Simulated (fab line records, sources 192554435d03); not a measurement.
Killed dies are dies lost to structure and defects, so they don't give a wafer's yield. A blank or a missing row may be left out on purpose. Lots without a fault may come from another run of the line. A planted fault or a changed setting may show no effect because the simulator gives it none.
Split-lot experiment | flow n5_finfet | 7 lots, 21 wafers read, on a route of 1938 steps

THE SPLIT
At N5_BEOL_M5_COAT_66 (time 60 s, resist thk 12 nm), the setting spin_rpm was moved away from the recipe's 1500 rpm on 8 of the 21 wafers read, by -7.5% to +9.9%. The other wafers ran this setting at the recipe's value.

FROM THE SPLIT TO THE READING: what the file shows between them, 8 steps
- N5_BEOL_M5_COAT_22: resist thk 30 nm (also split here: spin_rpm)
- N5_BEOL_M5_EBR_24
- N5_BEOL_M5_SOFTBAKE_23: time 60 s
- N5_BEOL_M5_EXPOSE_25: exposes mask V4, defocus 10 nm
- N5_BEOL_M5_PEB_26: peb time 60 s
- N5_BEOL_M5_DEVELOP_27: develop time 30 s
- N5_BEOL_M5_DESCUM_33: chemistry O2, time 7 s
- N5_BEOL_M5_ETCH_75: etches underlayer in N2/H2, target depth 6.5 nm, time 5.2 s

THE READING
etch.depth_nm (the simulator's own value, which no gauge read), in nm, at N5_BEOL_M5_ETCH_67 (etches SiARC in CF4, target depth 15.6 nm, time 26 s). The file gives no usual value for it. The 13 wafers here that ran the recipe average 12.02 nm, standard deviation 0.04 nm.

wafer  | tool, chamber at the split | spin_rpm as run, rpm | against the recipe | etch.depth_nm, nm | against lot-mates on the recipe
L074.4 | litho_track-01, 0          | 1453                 | -3.1%              | 12.24             | no lot-mate on the recipe
L074.5 | litho_track-01, 0          | 1453                 | -3.1%              | 12.21             | no lot-mate on the recipe
L074.6 | litho_track-01, 0          | 1453                 | -3.1%              | 12.26             | no lot-mate on the recipe
L075.2 | litho_track-05, 0          | 1500                 | recipe             | 12.1              | -
L075.3 | litho_track-05, 0          | 1388                 | -7.5%              | 12.56             | +0.46
L075.6 | litho_track-05, 0          | 1388                 | -7.5%              | 12.56             | +0.46
L076.3 | litho_track-05, 0          | 1500                 | recipe             | 12.04             | -
L076.6 | litho_track-05, 0          | 1500                 | recipe             | 12.04             | -
L076.5 | litho_track-05, 0          | 1500                 | recipe             | 12.05             | -
L080.1 | litho_track-03, 0          | 1500                 | recipe             | 11.98             | -
L080.5 | litho_track-03, 0          | 1500                 | recipe             | 11.99             | -
L080.6 | litho_track-03, 0          | 1581                 | +5.4%              | 11.72             | -0.26
L085.3 | litho_track-03, 0          | 1648                 | +9.9%              | 11.5              | -0.54
L085.4 | litho_track-03, 0          | 1500                 | recipe             | 12.04             | -
L085.5 | litho_track-03, 0          | 1500                 | recipe             | 12.05             | -
L086.1 | litho_track-01, 0          | 1500                 | recipe             | 11.99             | -
L086.2 | litho_track-01, 0          | 1500                 | recipe             | 11.95             | -
L086.5 | litho_track-01, 0          | 1500                 | recipe             | 11.96             | -
L097.3 | litho_track-01, 0          | 1394                 | -7.1%              | 12.45             | +0.43
L097.5 | litho_track-01, 0          | 1500                 | recipe             | 12.02             | -
L097.6 | litho_track-01, 0          | 1500                 | recipe             | 12.02             | -

THE FIT
A straight line over all 21 wafers: etch.depth_nm changes by -0.0619 nm for each +1% of spin_rpm; r = -0.98; the points scatter about the line by 0.046 nm.
The same after taking each lot's own level away (the mean of its wafers on the recipe; 18 wafers): -0.0579 nm for each +1%; r = -1.00; scatter 0.017 nm.
On that fit, the largest move of spin_rpm shifts the reading by 0.57 nm.
The lots' own levels span 11.967 to 12.100 nm, that is 3.3 times the standard deviation above.
So the lot-to-lot level changes the slope little: the two slopes agree.
Check: with one of the wafers moved furthest among these (+9.9%) left out of the fit, the line predicts -0.575 nm for it against its lot-mates. It came out at -0.545 nm against them.

OTHER SPLITS ON THESE WAFERS
These wafers also went through other splits before the reading. Each is held against what the fit with the lots' levels taken away leaves over:
other split on the same wafers | wafers away from the commonest value | r with etch.depth_nm (lot level and that fit taken away)
N5_BEOL_M1_COAT_62 spin_rpm    | 5                                    | -0.29
N5_BEOL_M2_SPUTTER_86 time_s   | 5                                    | +0.09
N5_BEOL_M3_SPUTTER_48 time_s   | 5                                    | -0.04
N5_BEOL_M5_COAT_22 spin_rpm    | 4                                    | +0.04

THE WHOLE CHAIN: every reading that the file lists as answering this split, in the file's order
step               | what it does                                         | reading                                                                          | change (the file's fit)                | r (the file's)
N5_BEOL_M5_COAT_66 | time 60 s, resist thk 12 nm                          | SiARC_of_BEOL_M5_COAT_66.thk_nm (the simulator's own value, which no gauge read) | -0.0467 nm for each +1% of the setting | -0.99
N5_BEOL_M5_ETCH_67 | etches SiARC in CF4, target depth 15.6 nm, time 26 s | etch.depth_nm (the simulator's own value, which no gauge read)                   | -0.0571 nm for each +1% of the setting | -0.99

THE FILE'S OWN FIT
etch.depth_nm changes by -0.0571 nm for each +1% of spin_rpm, r = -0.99.
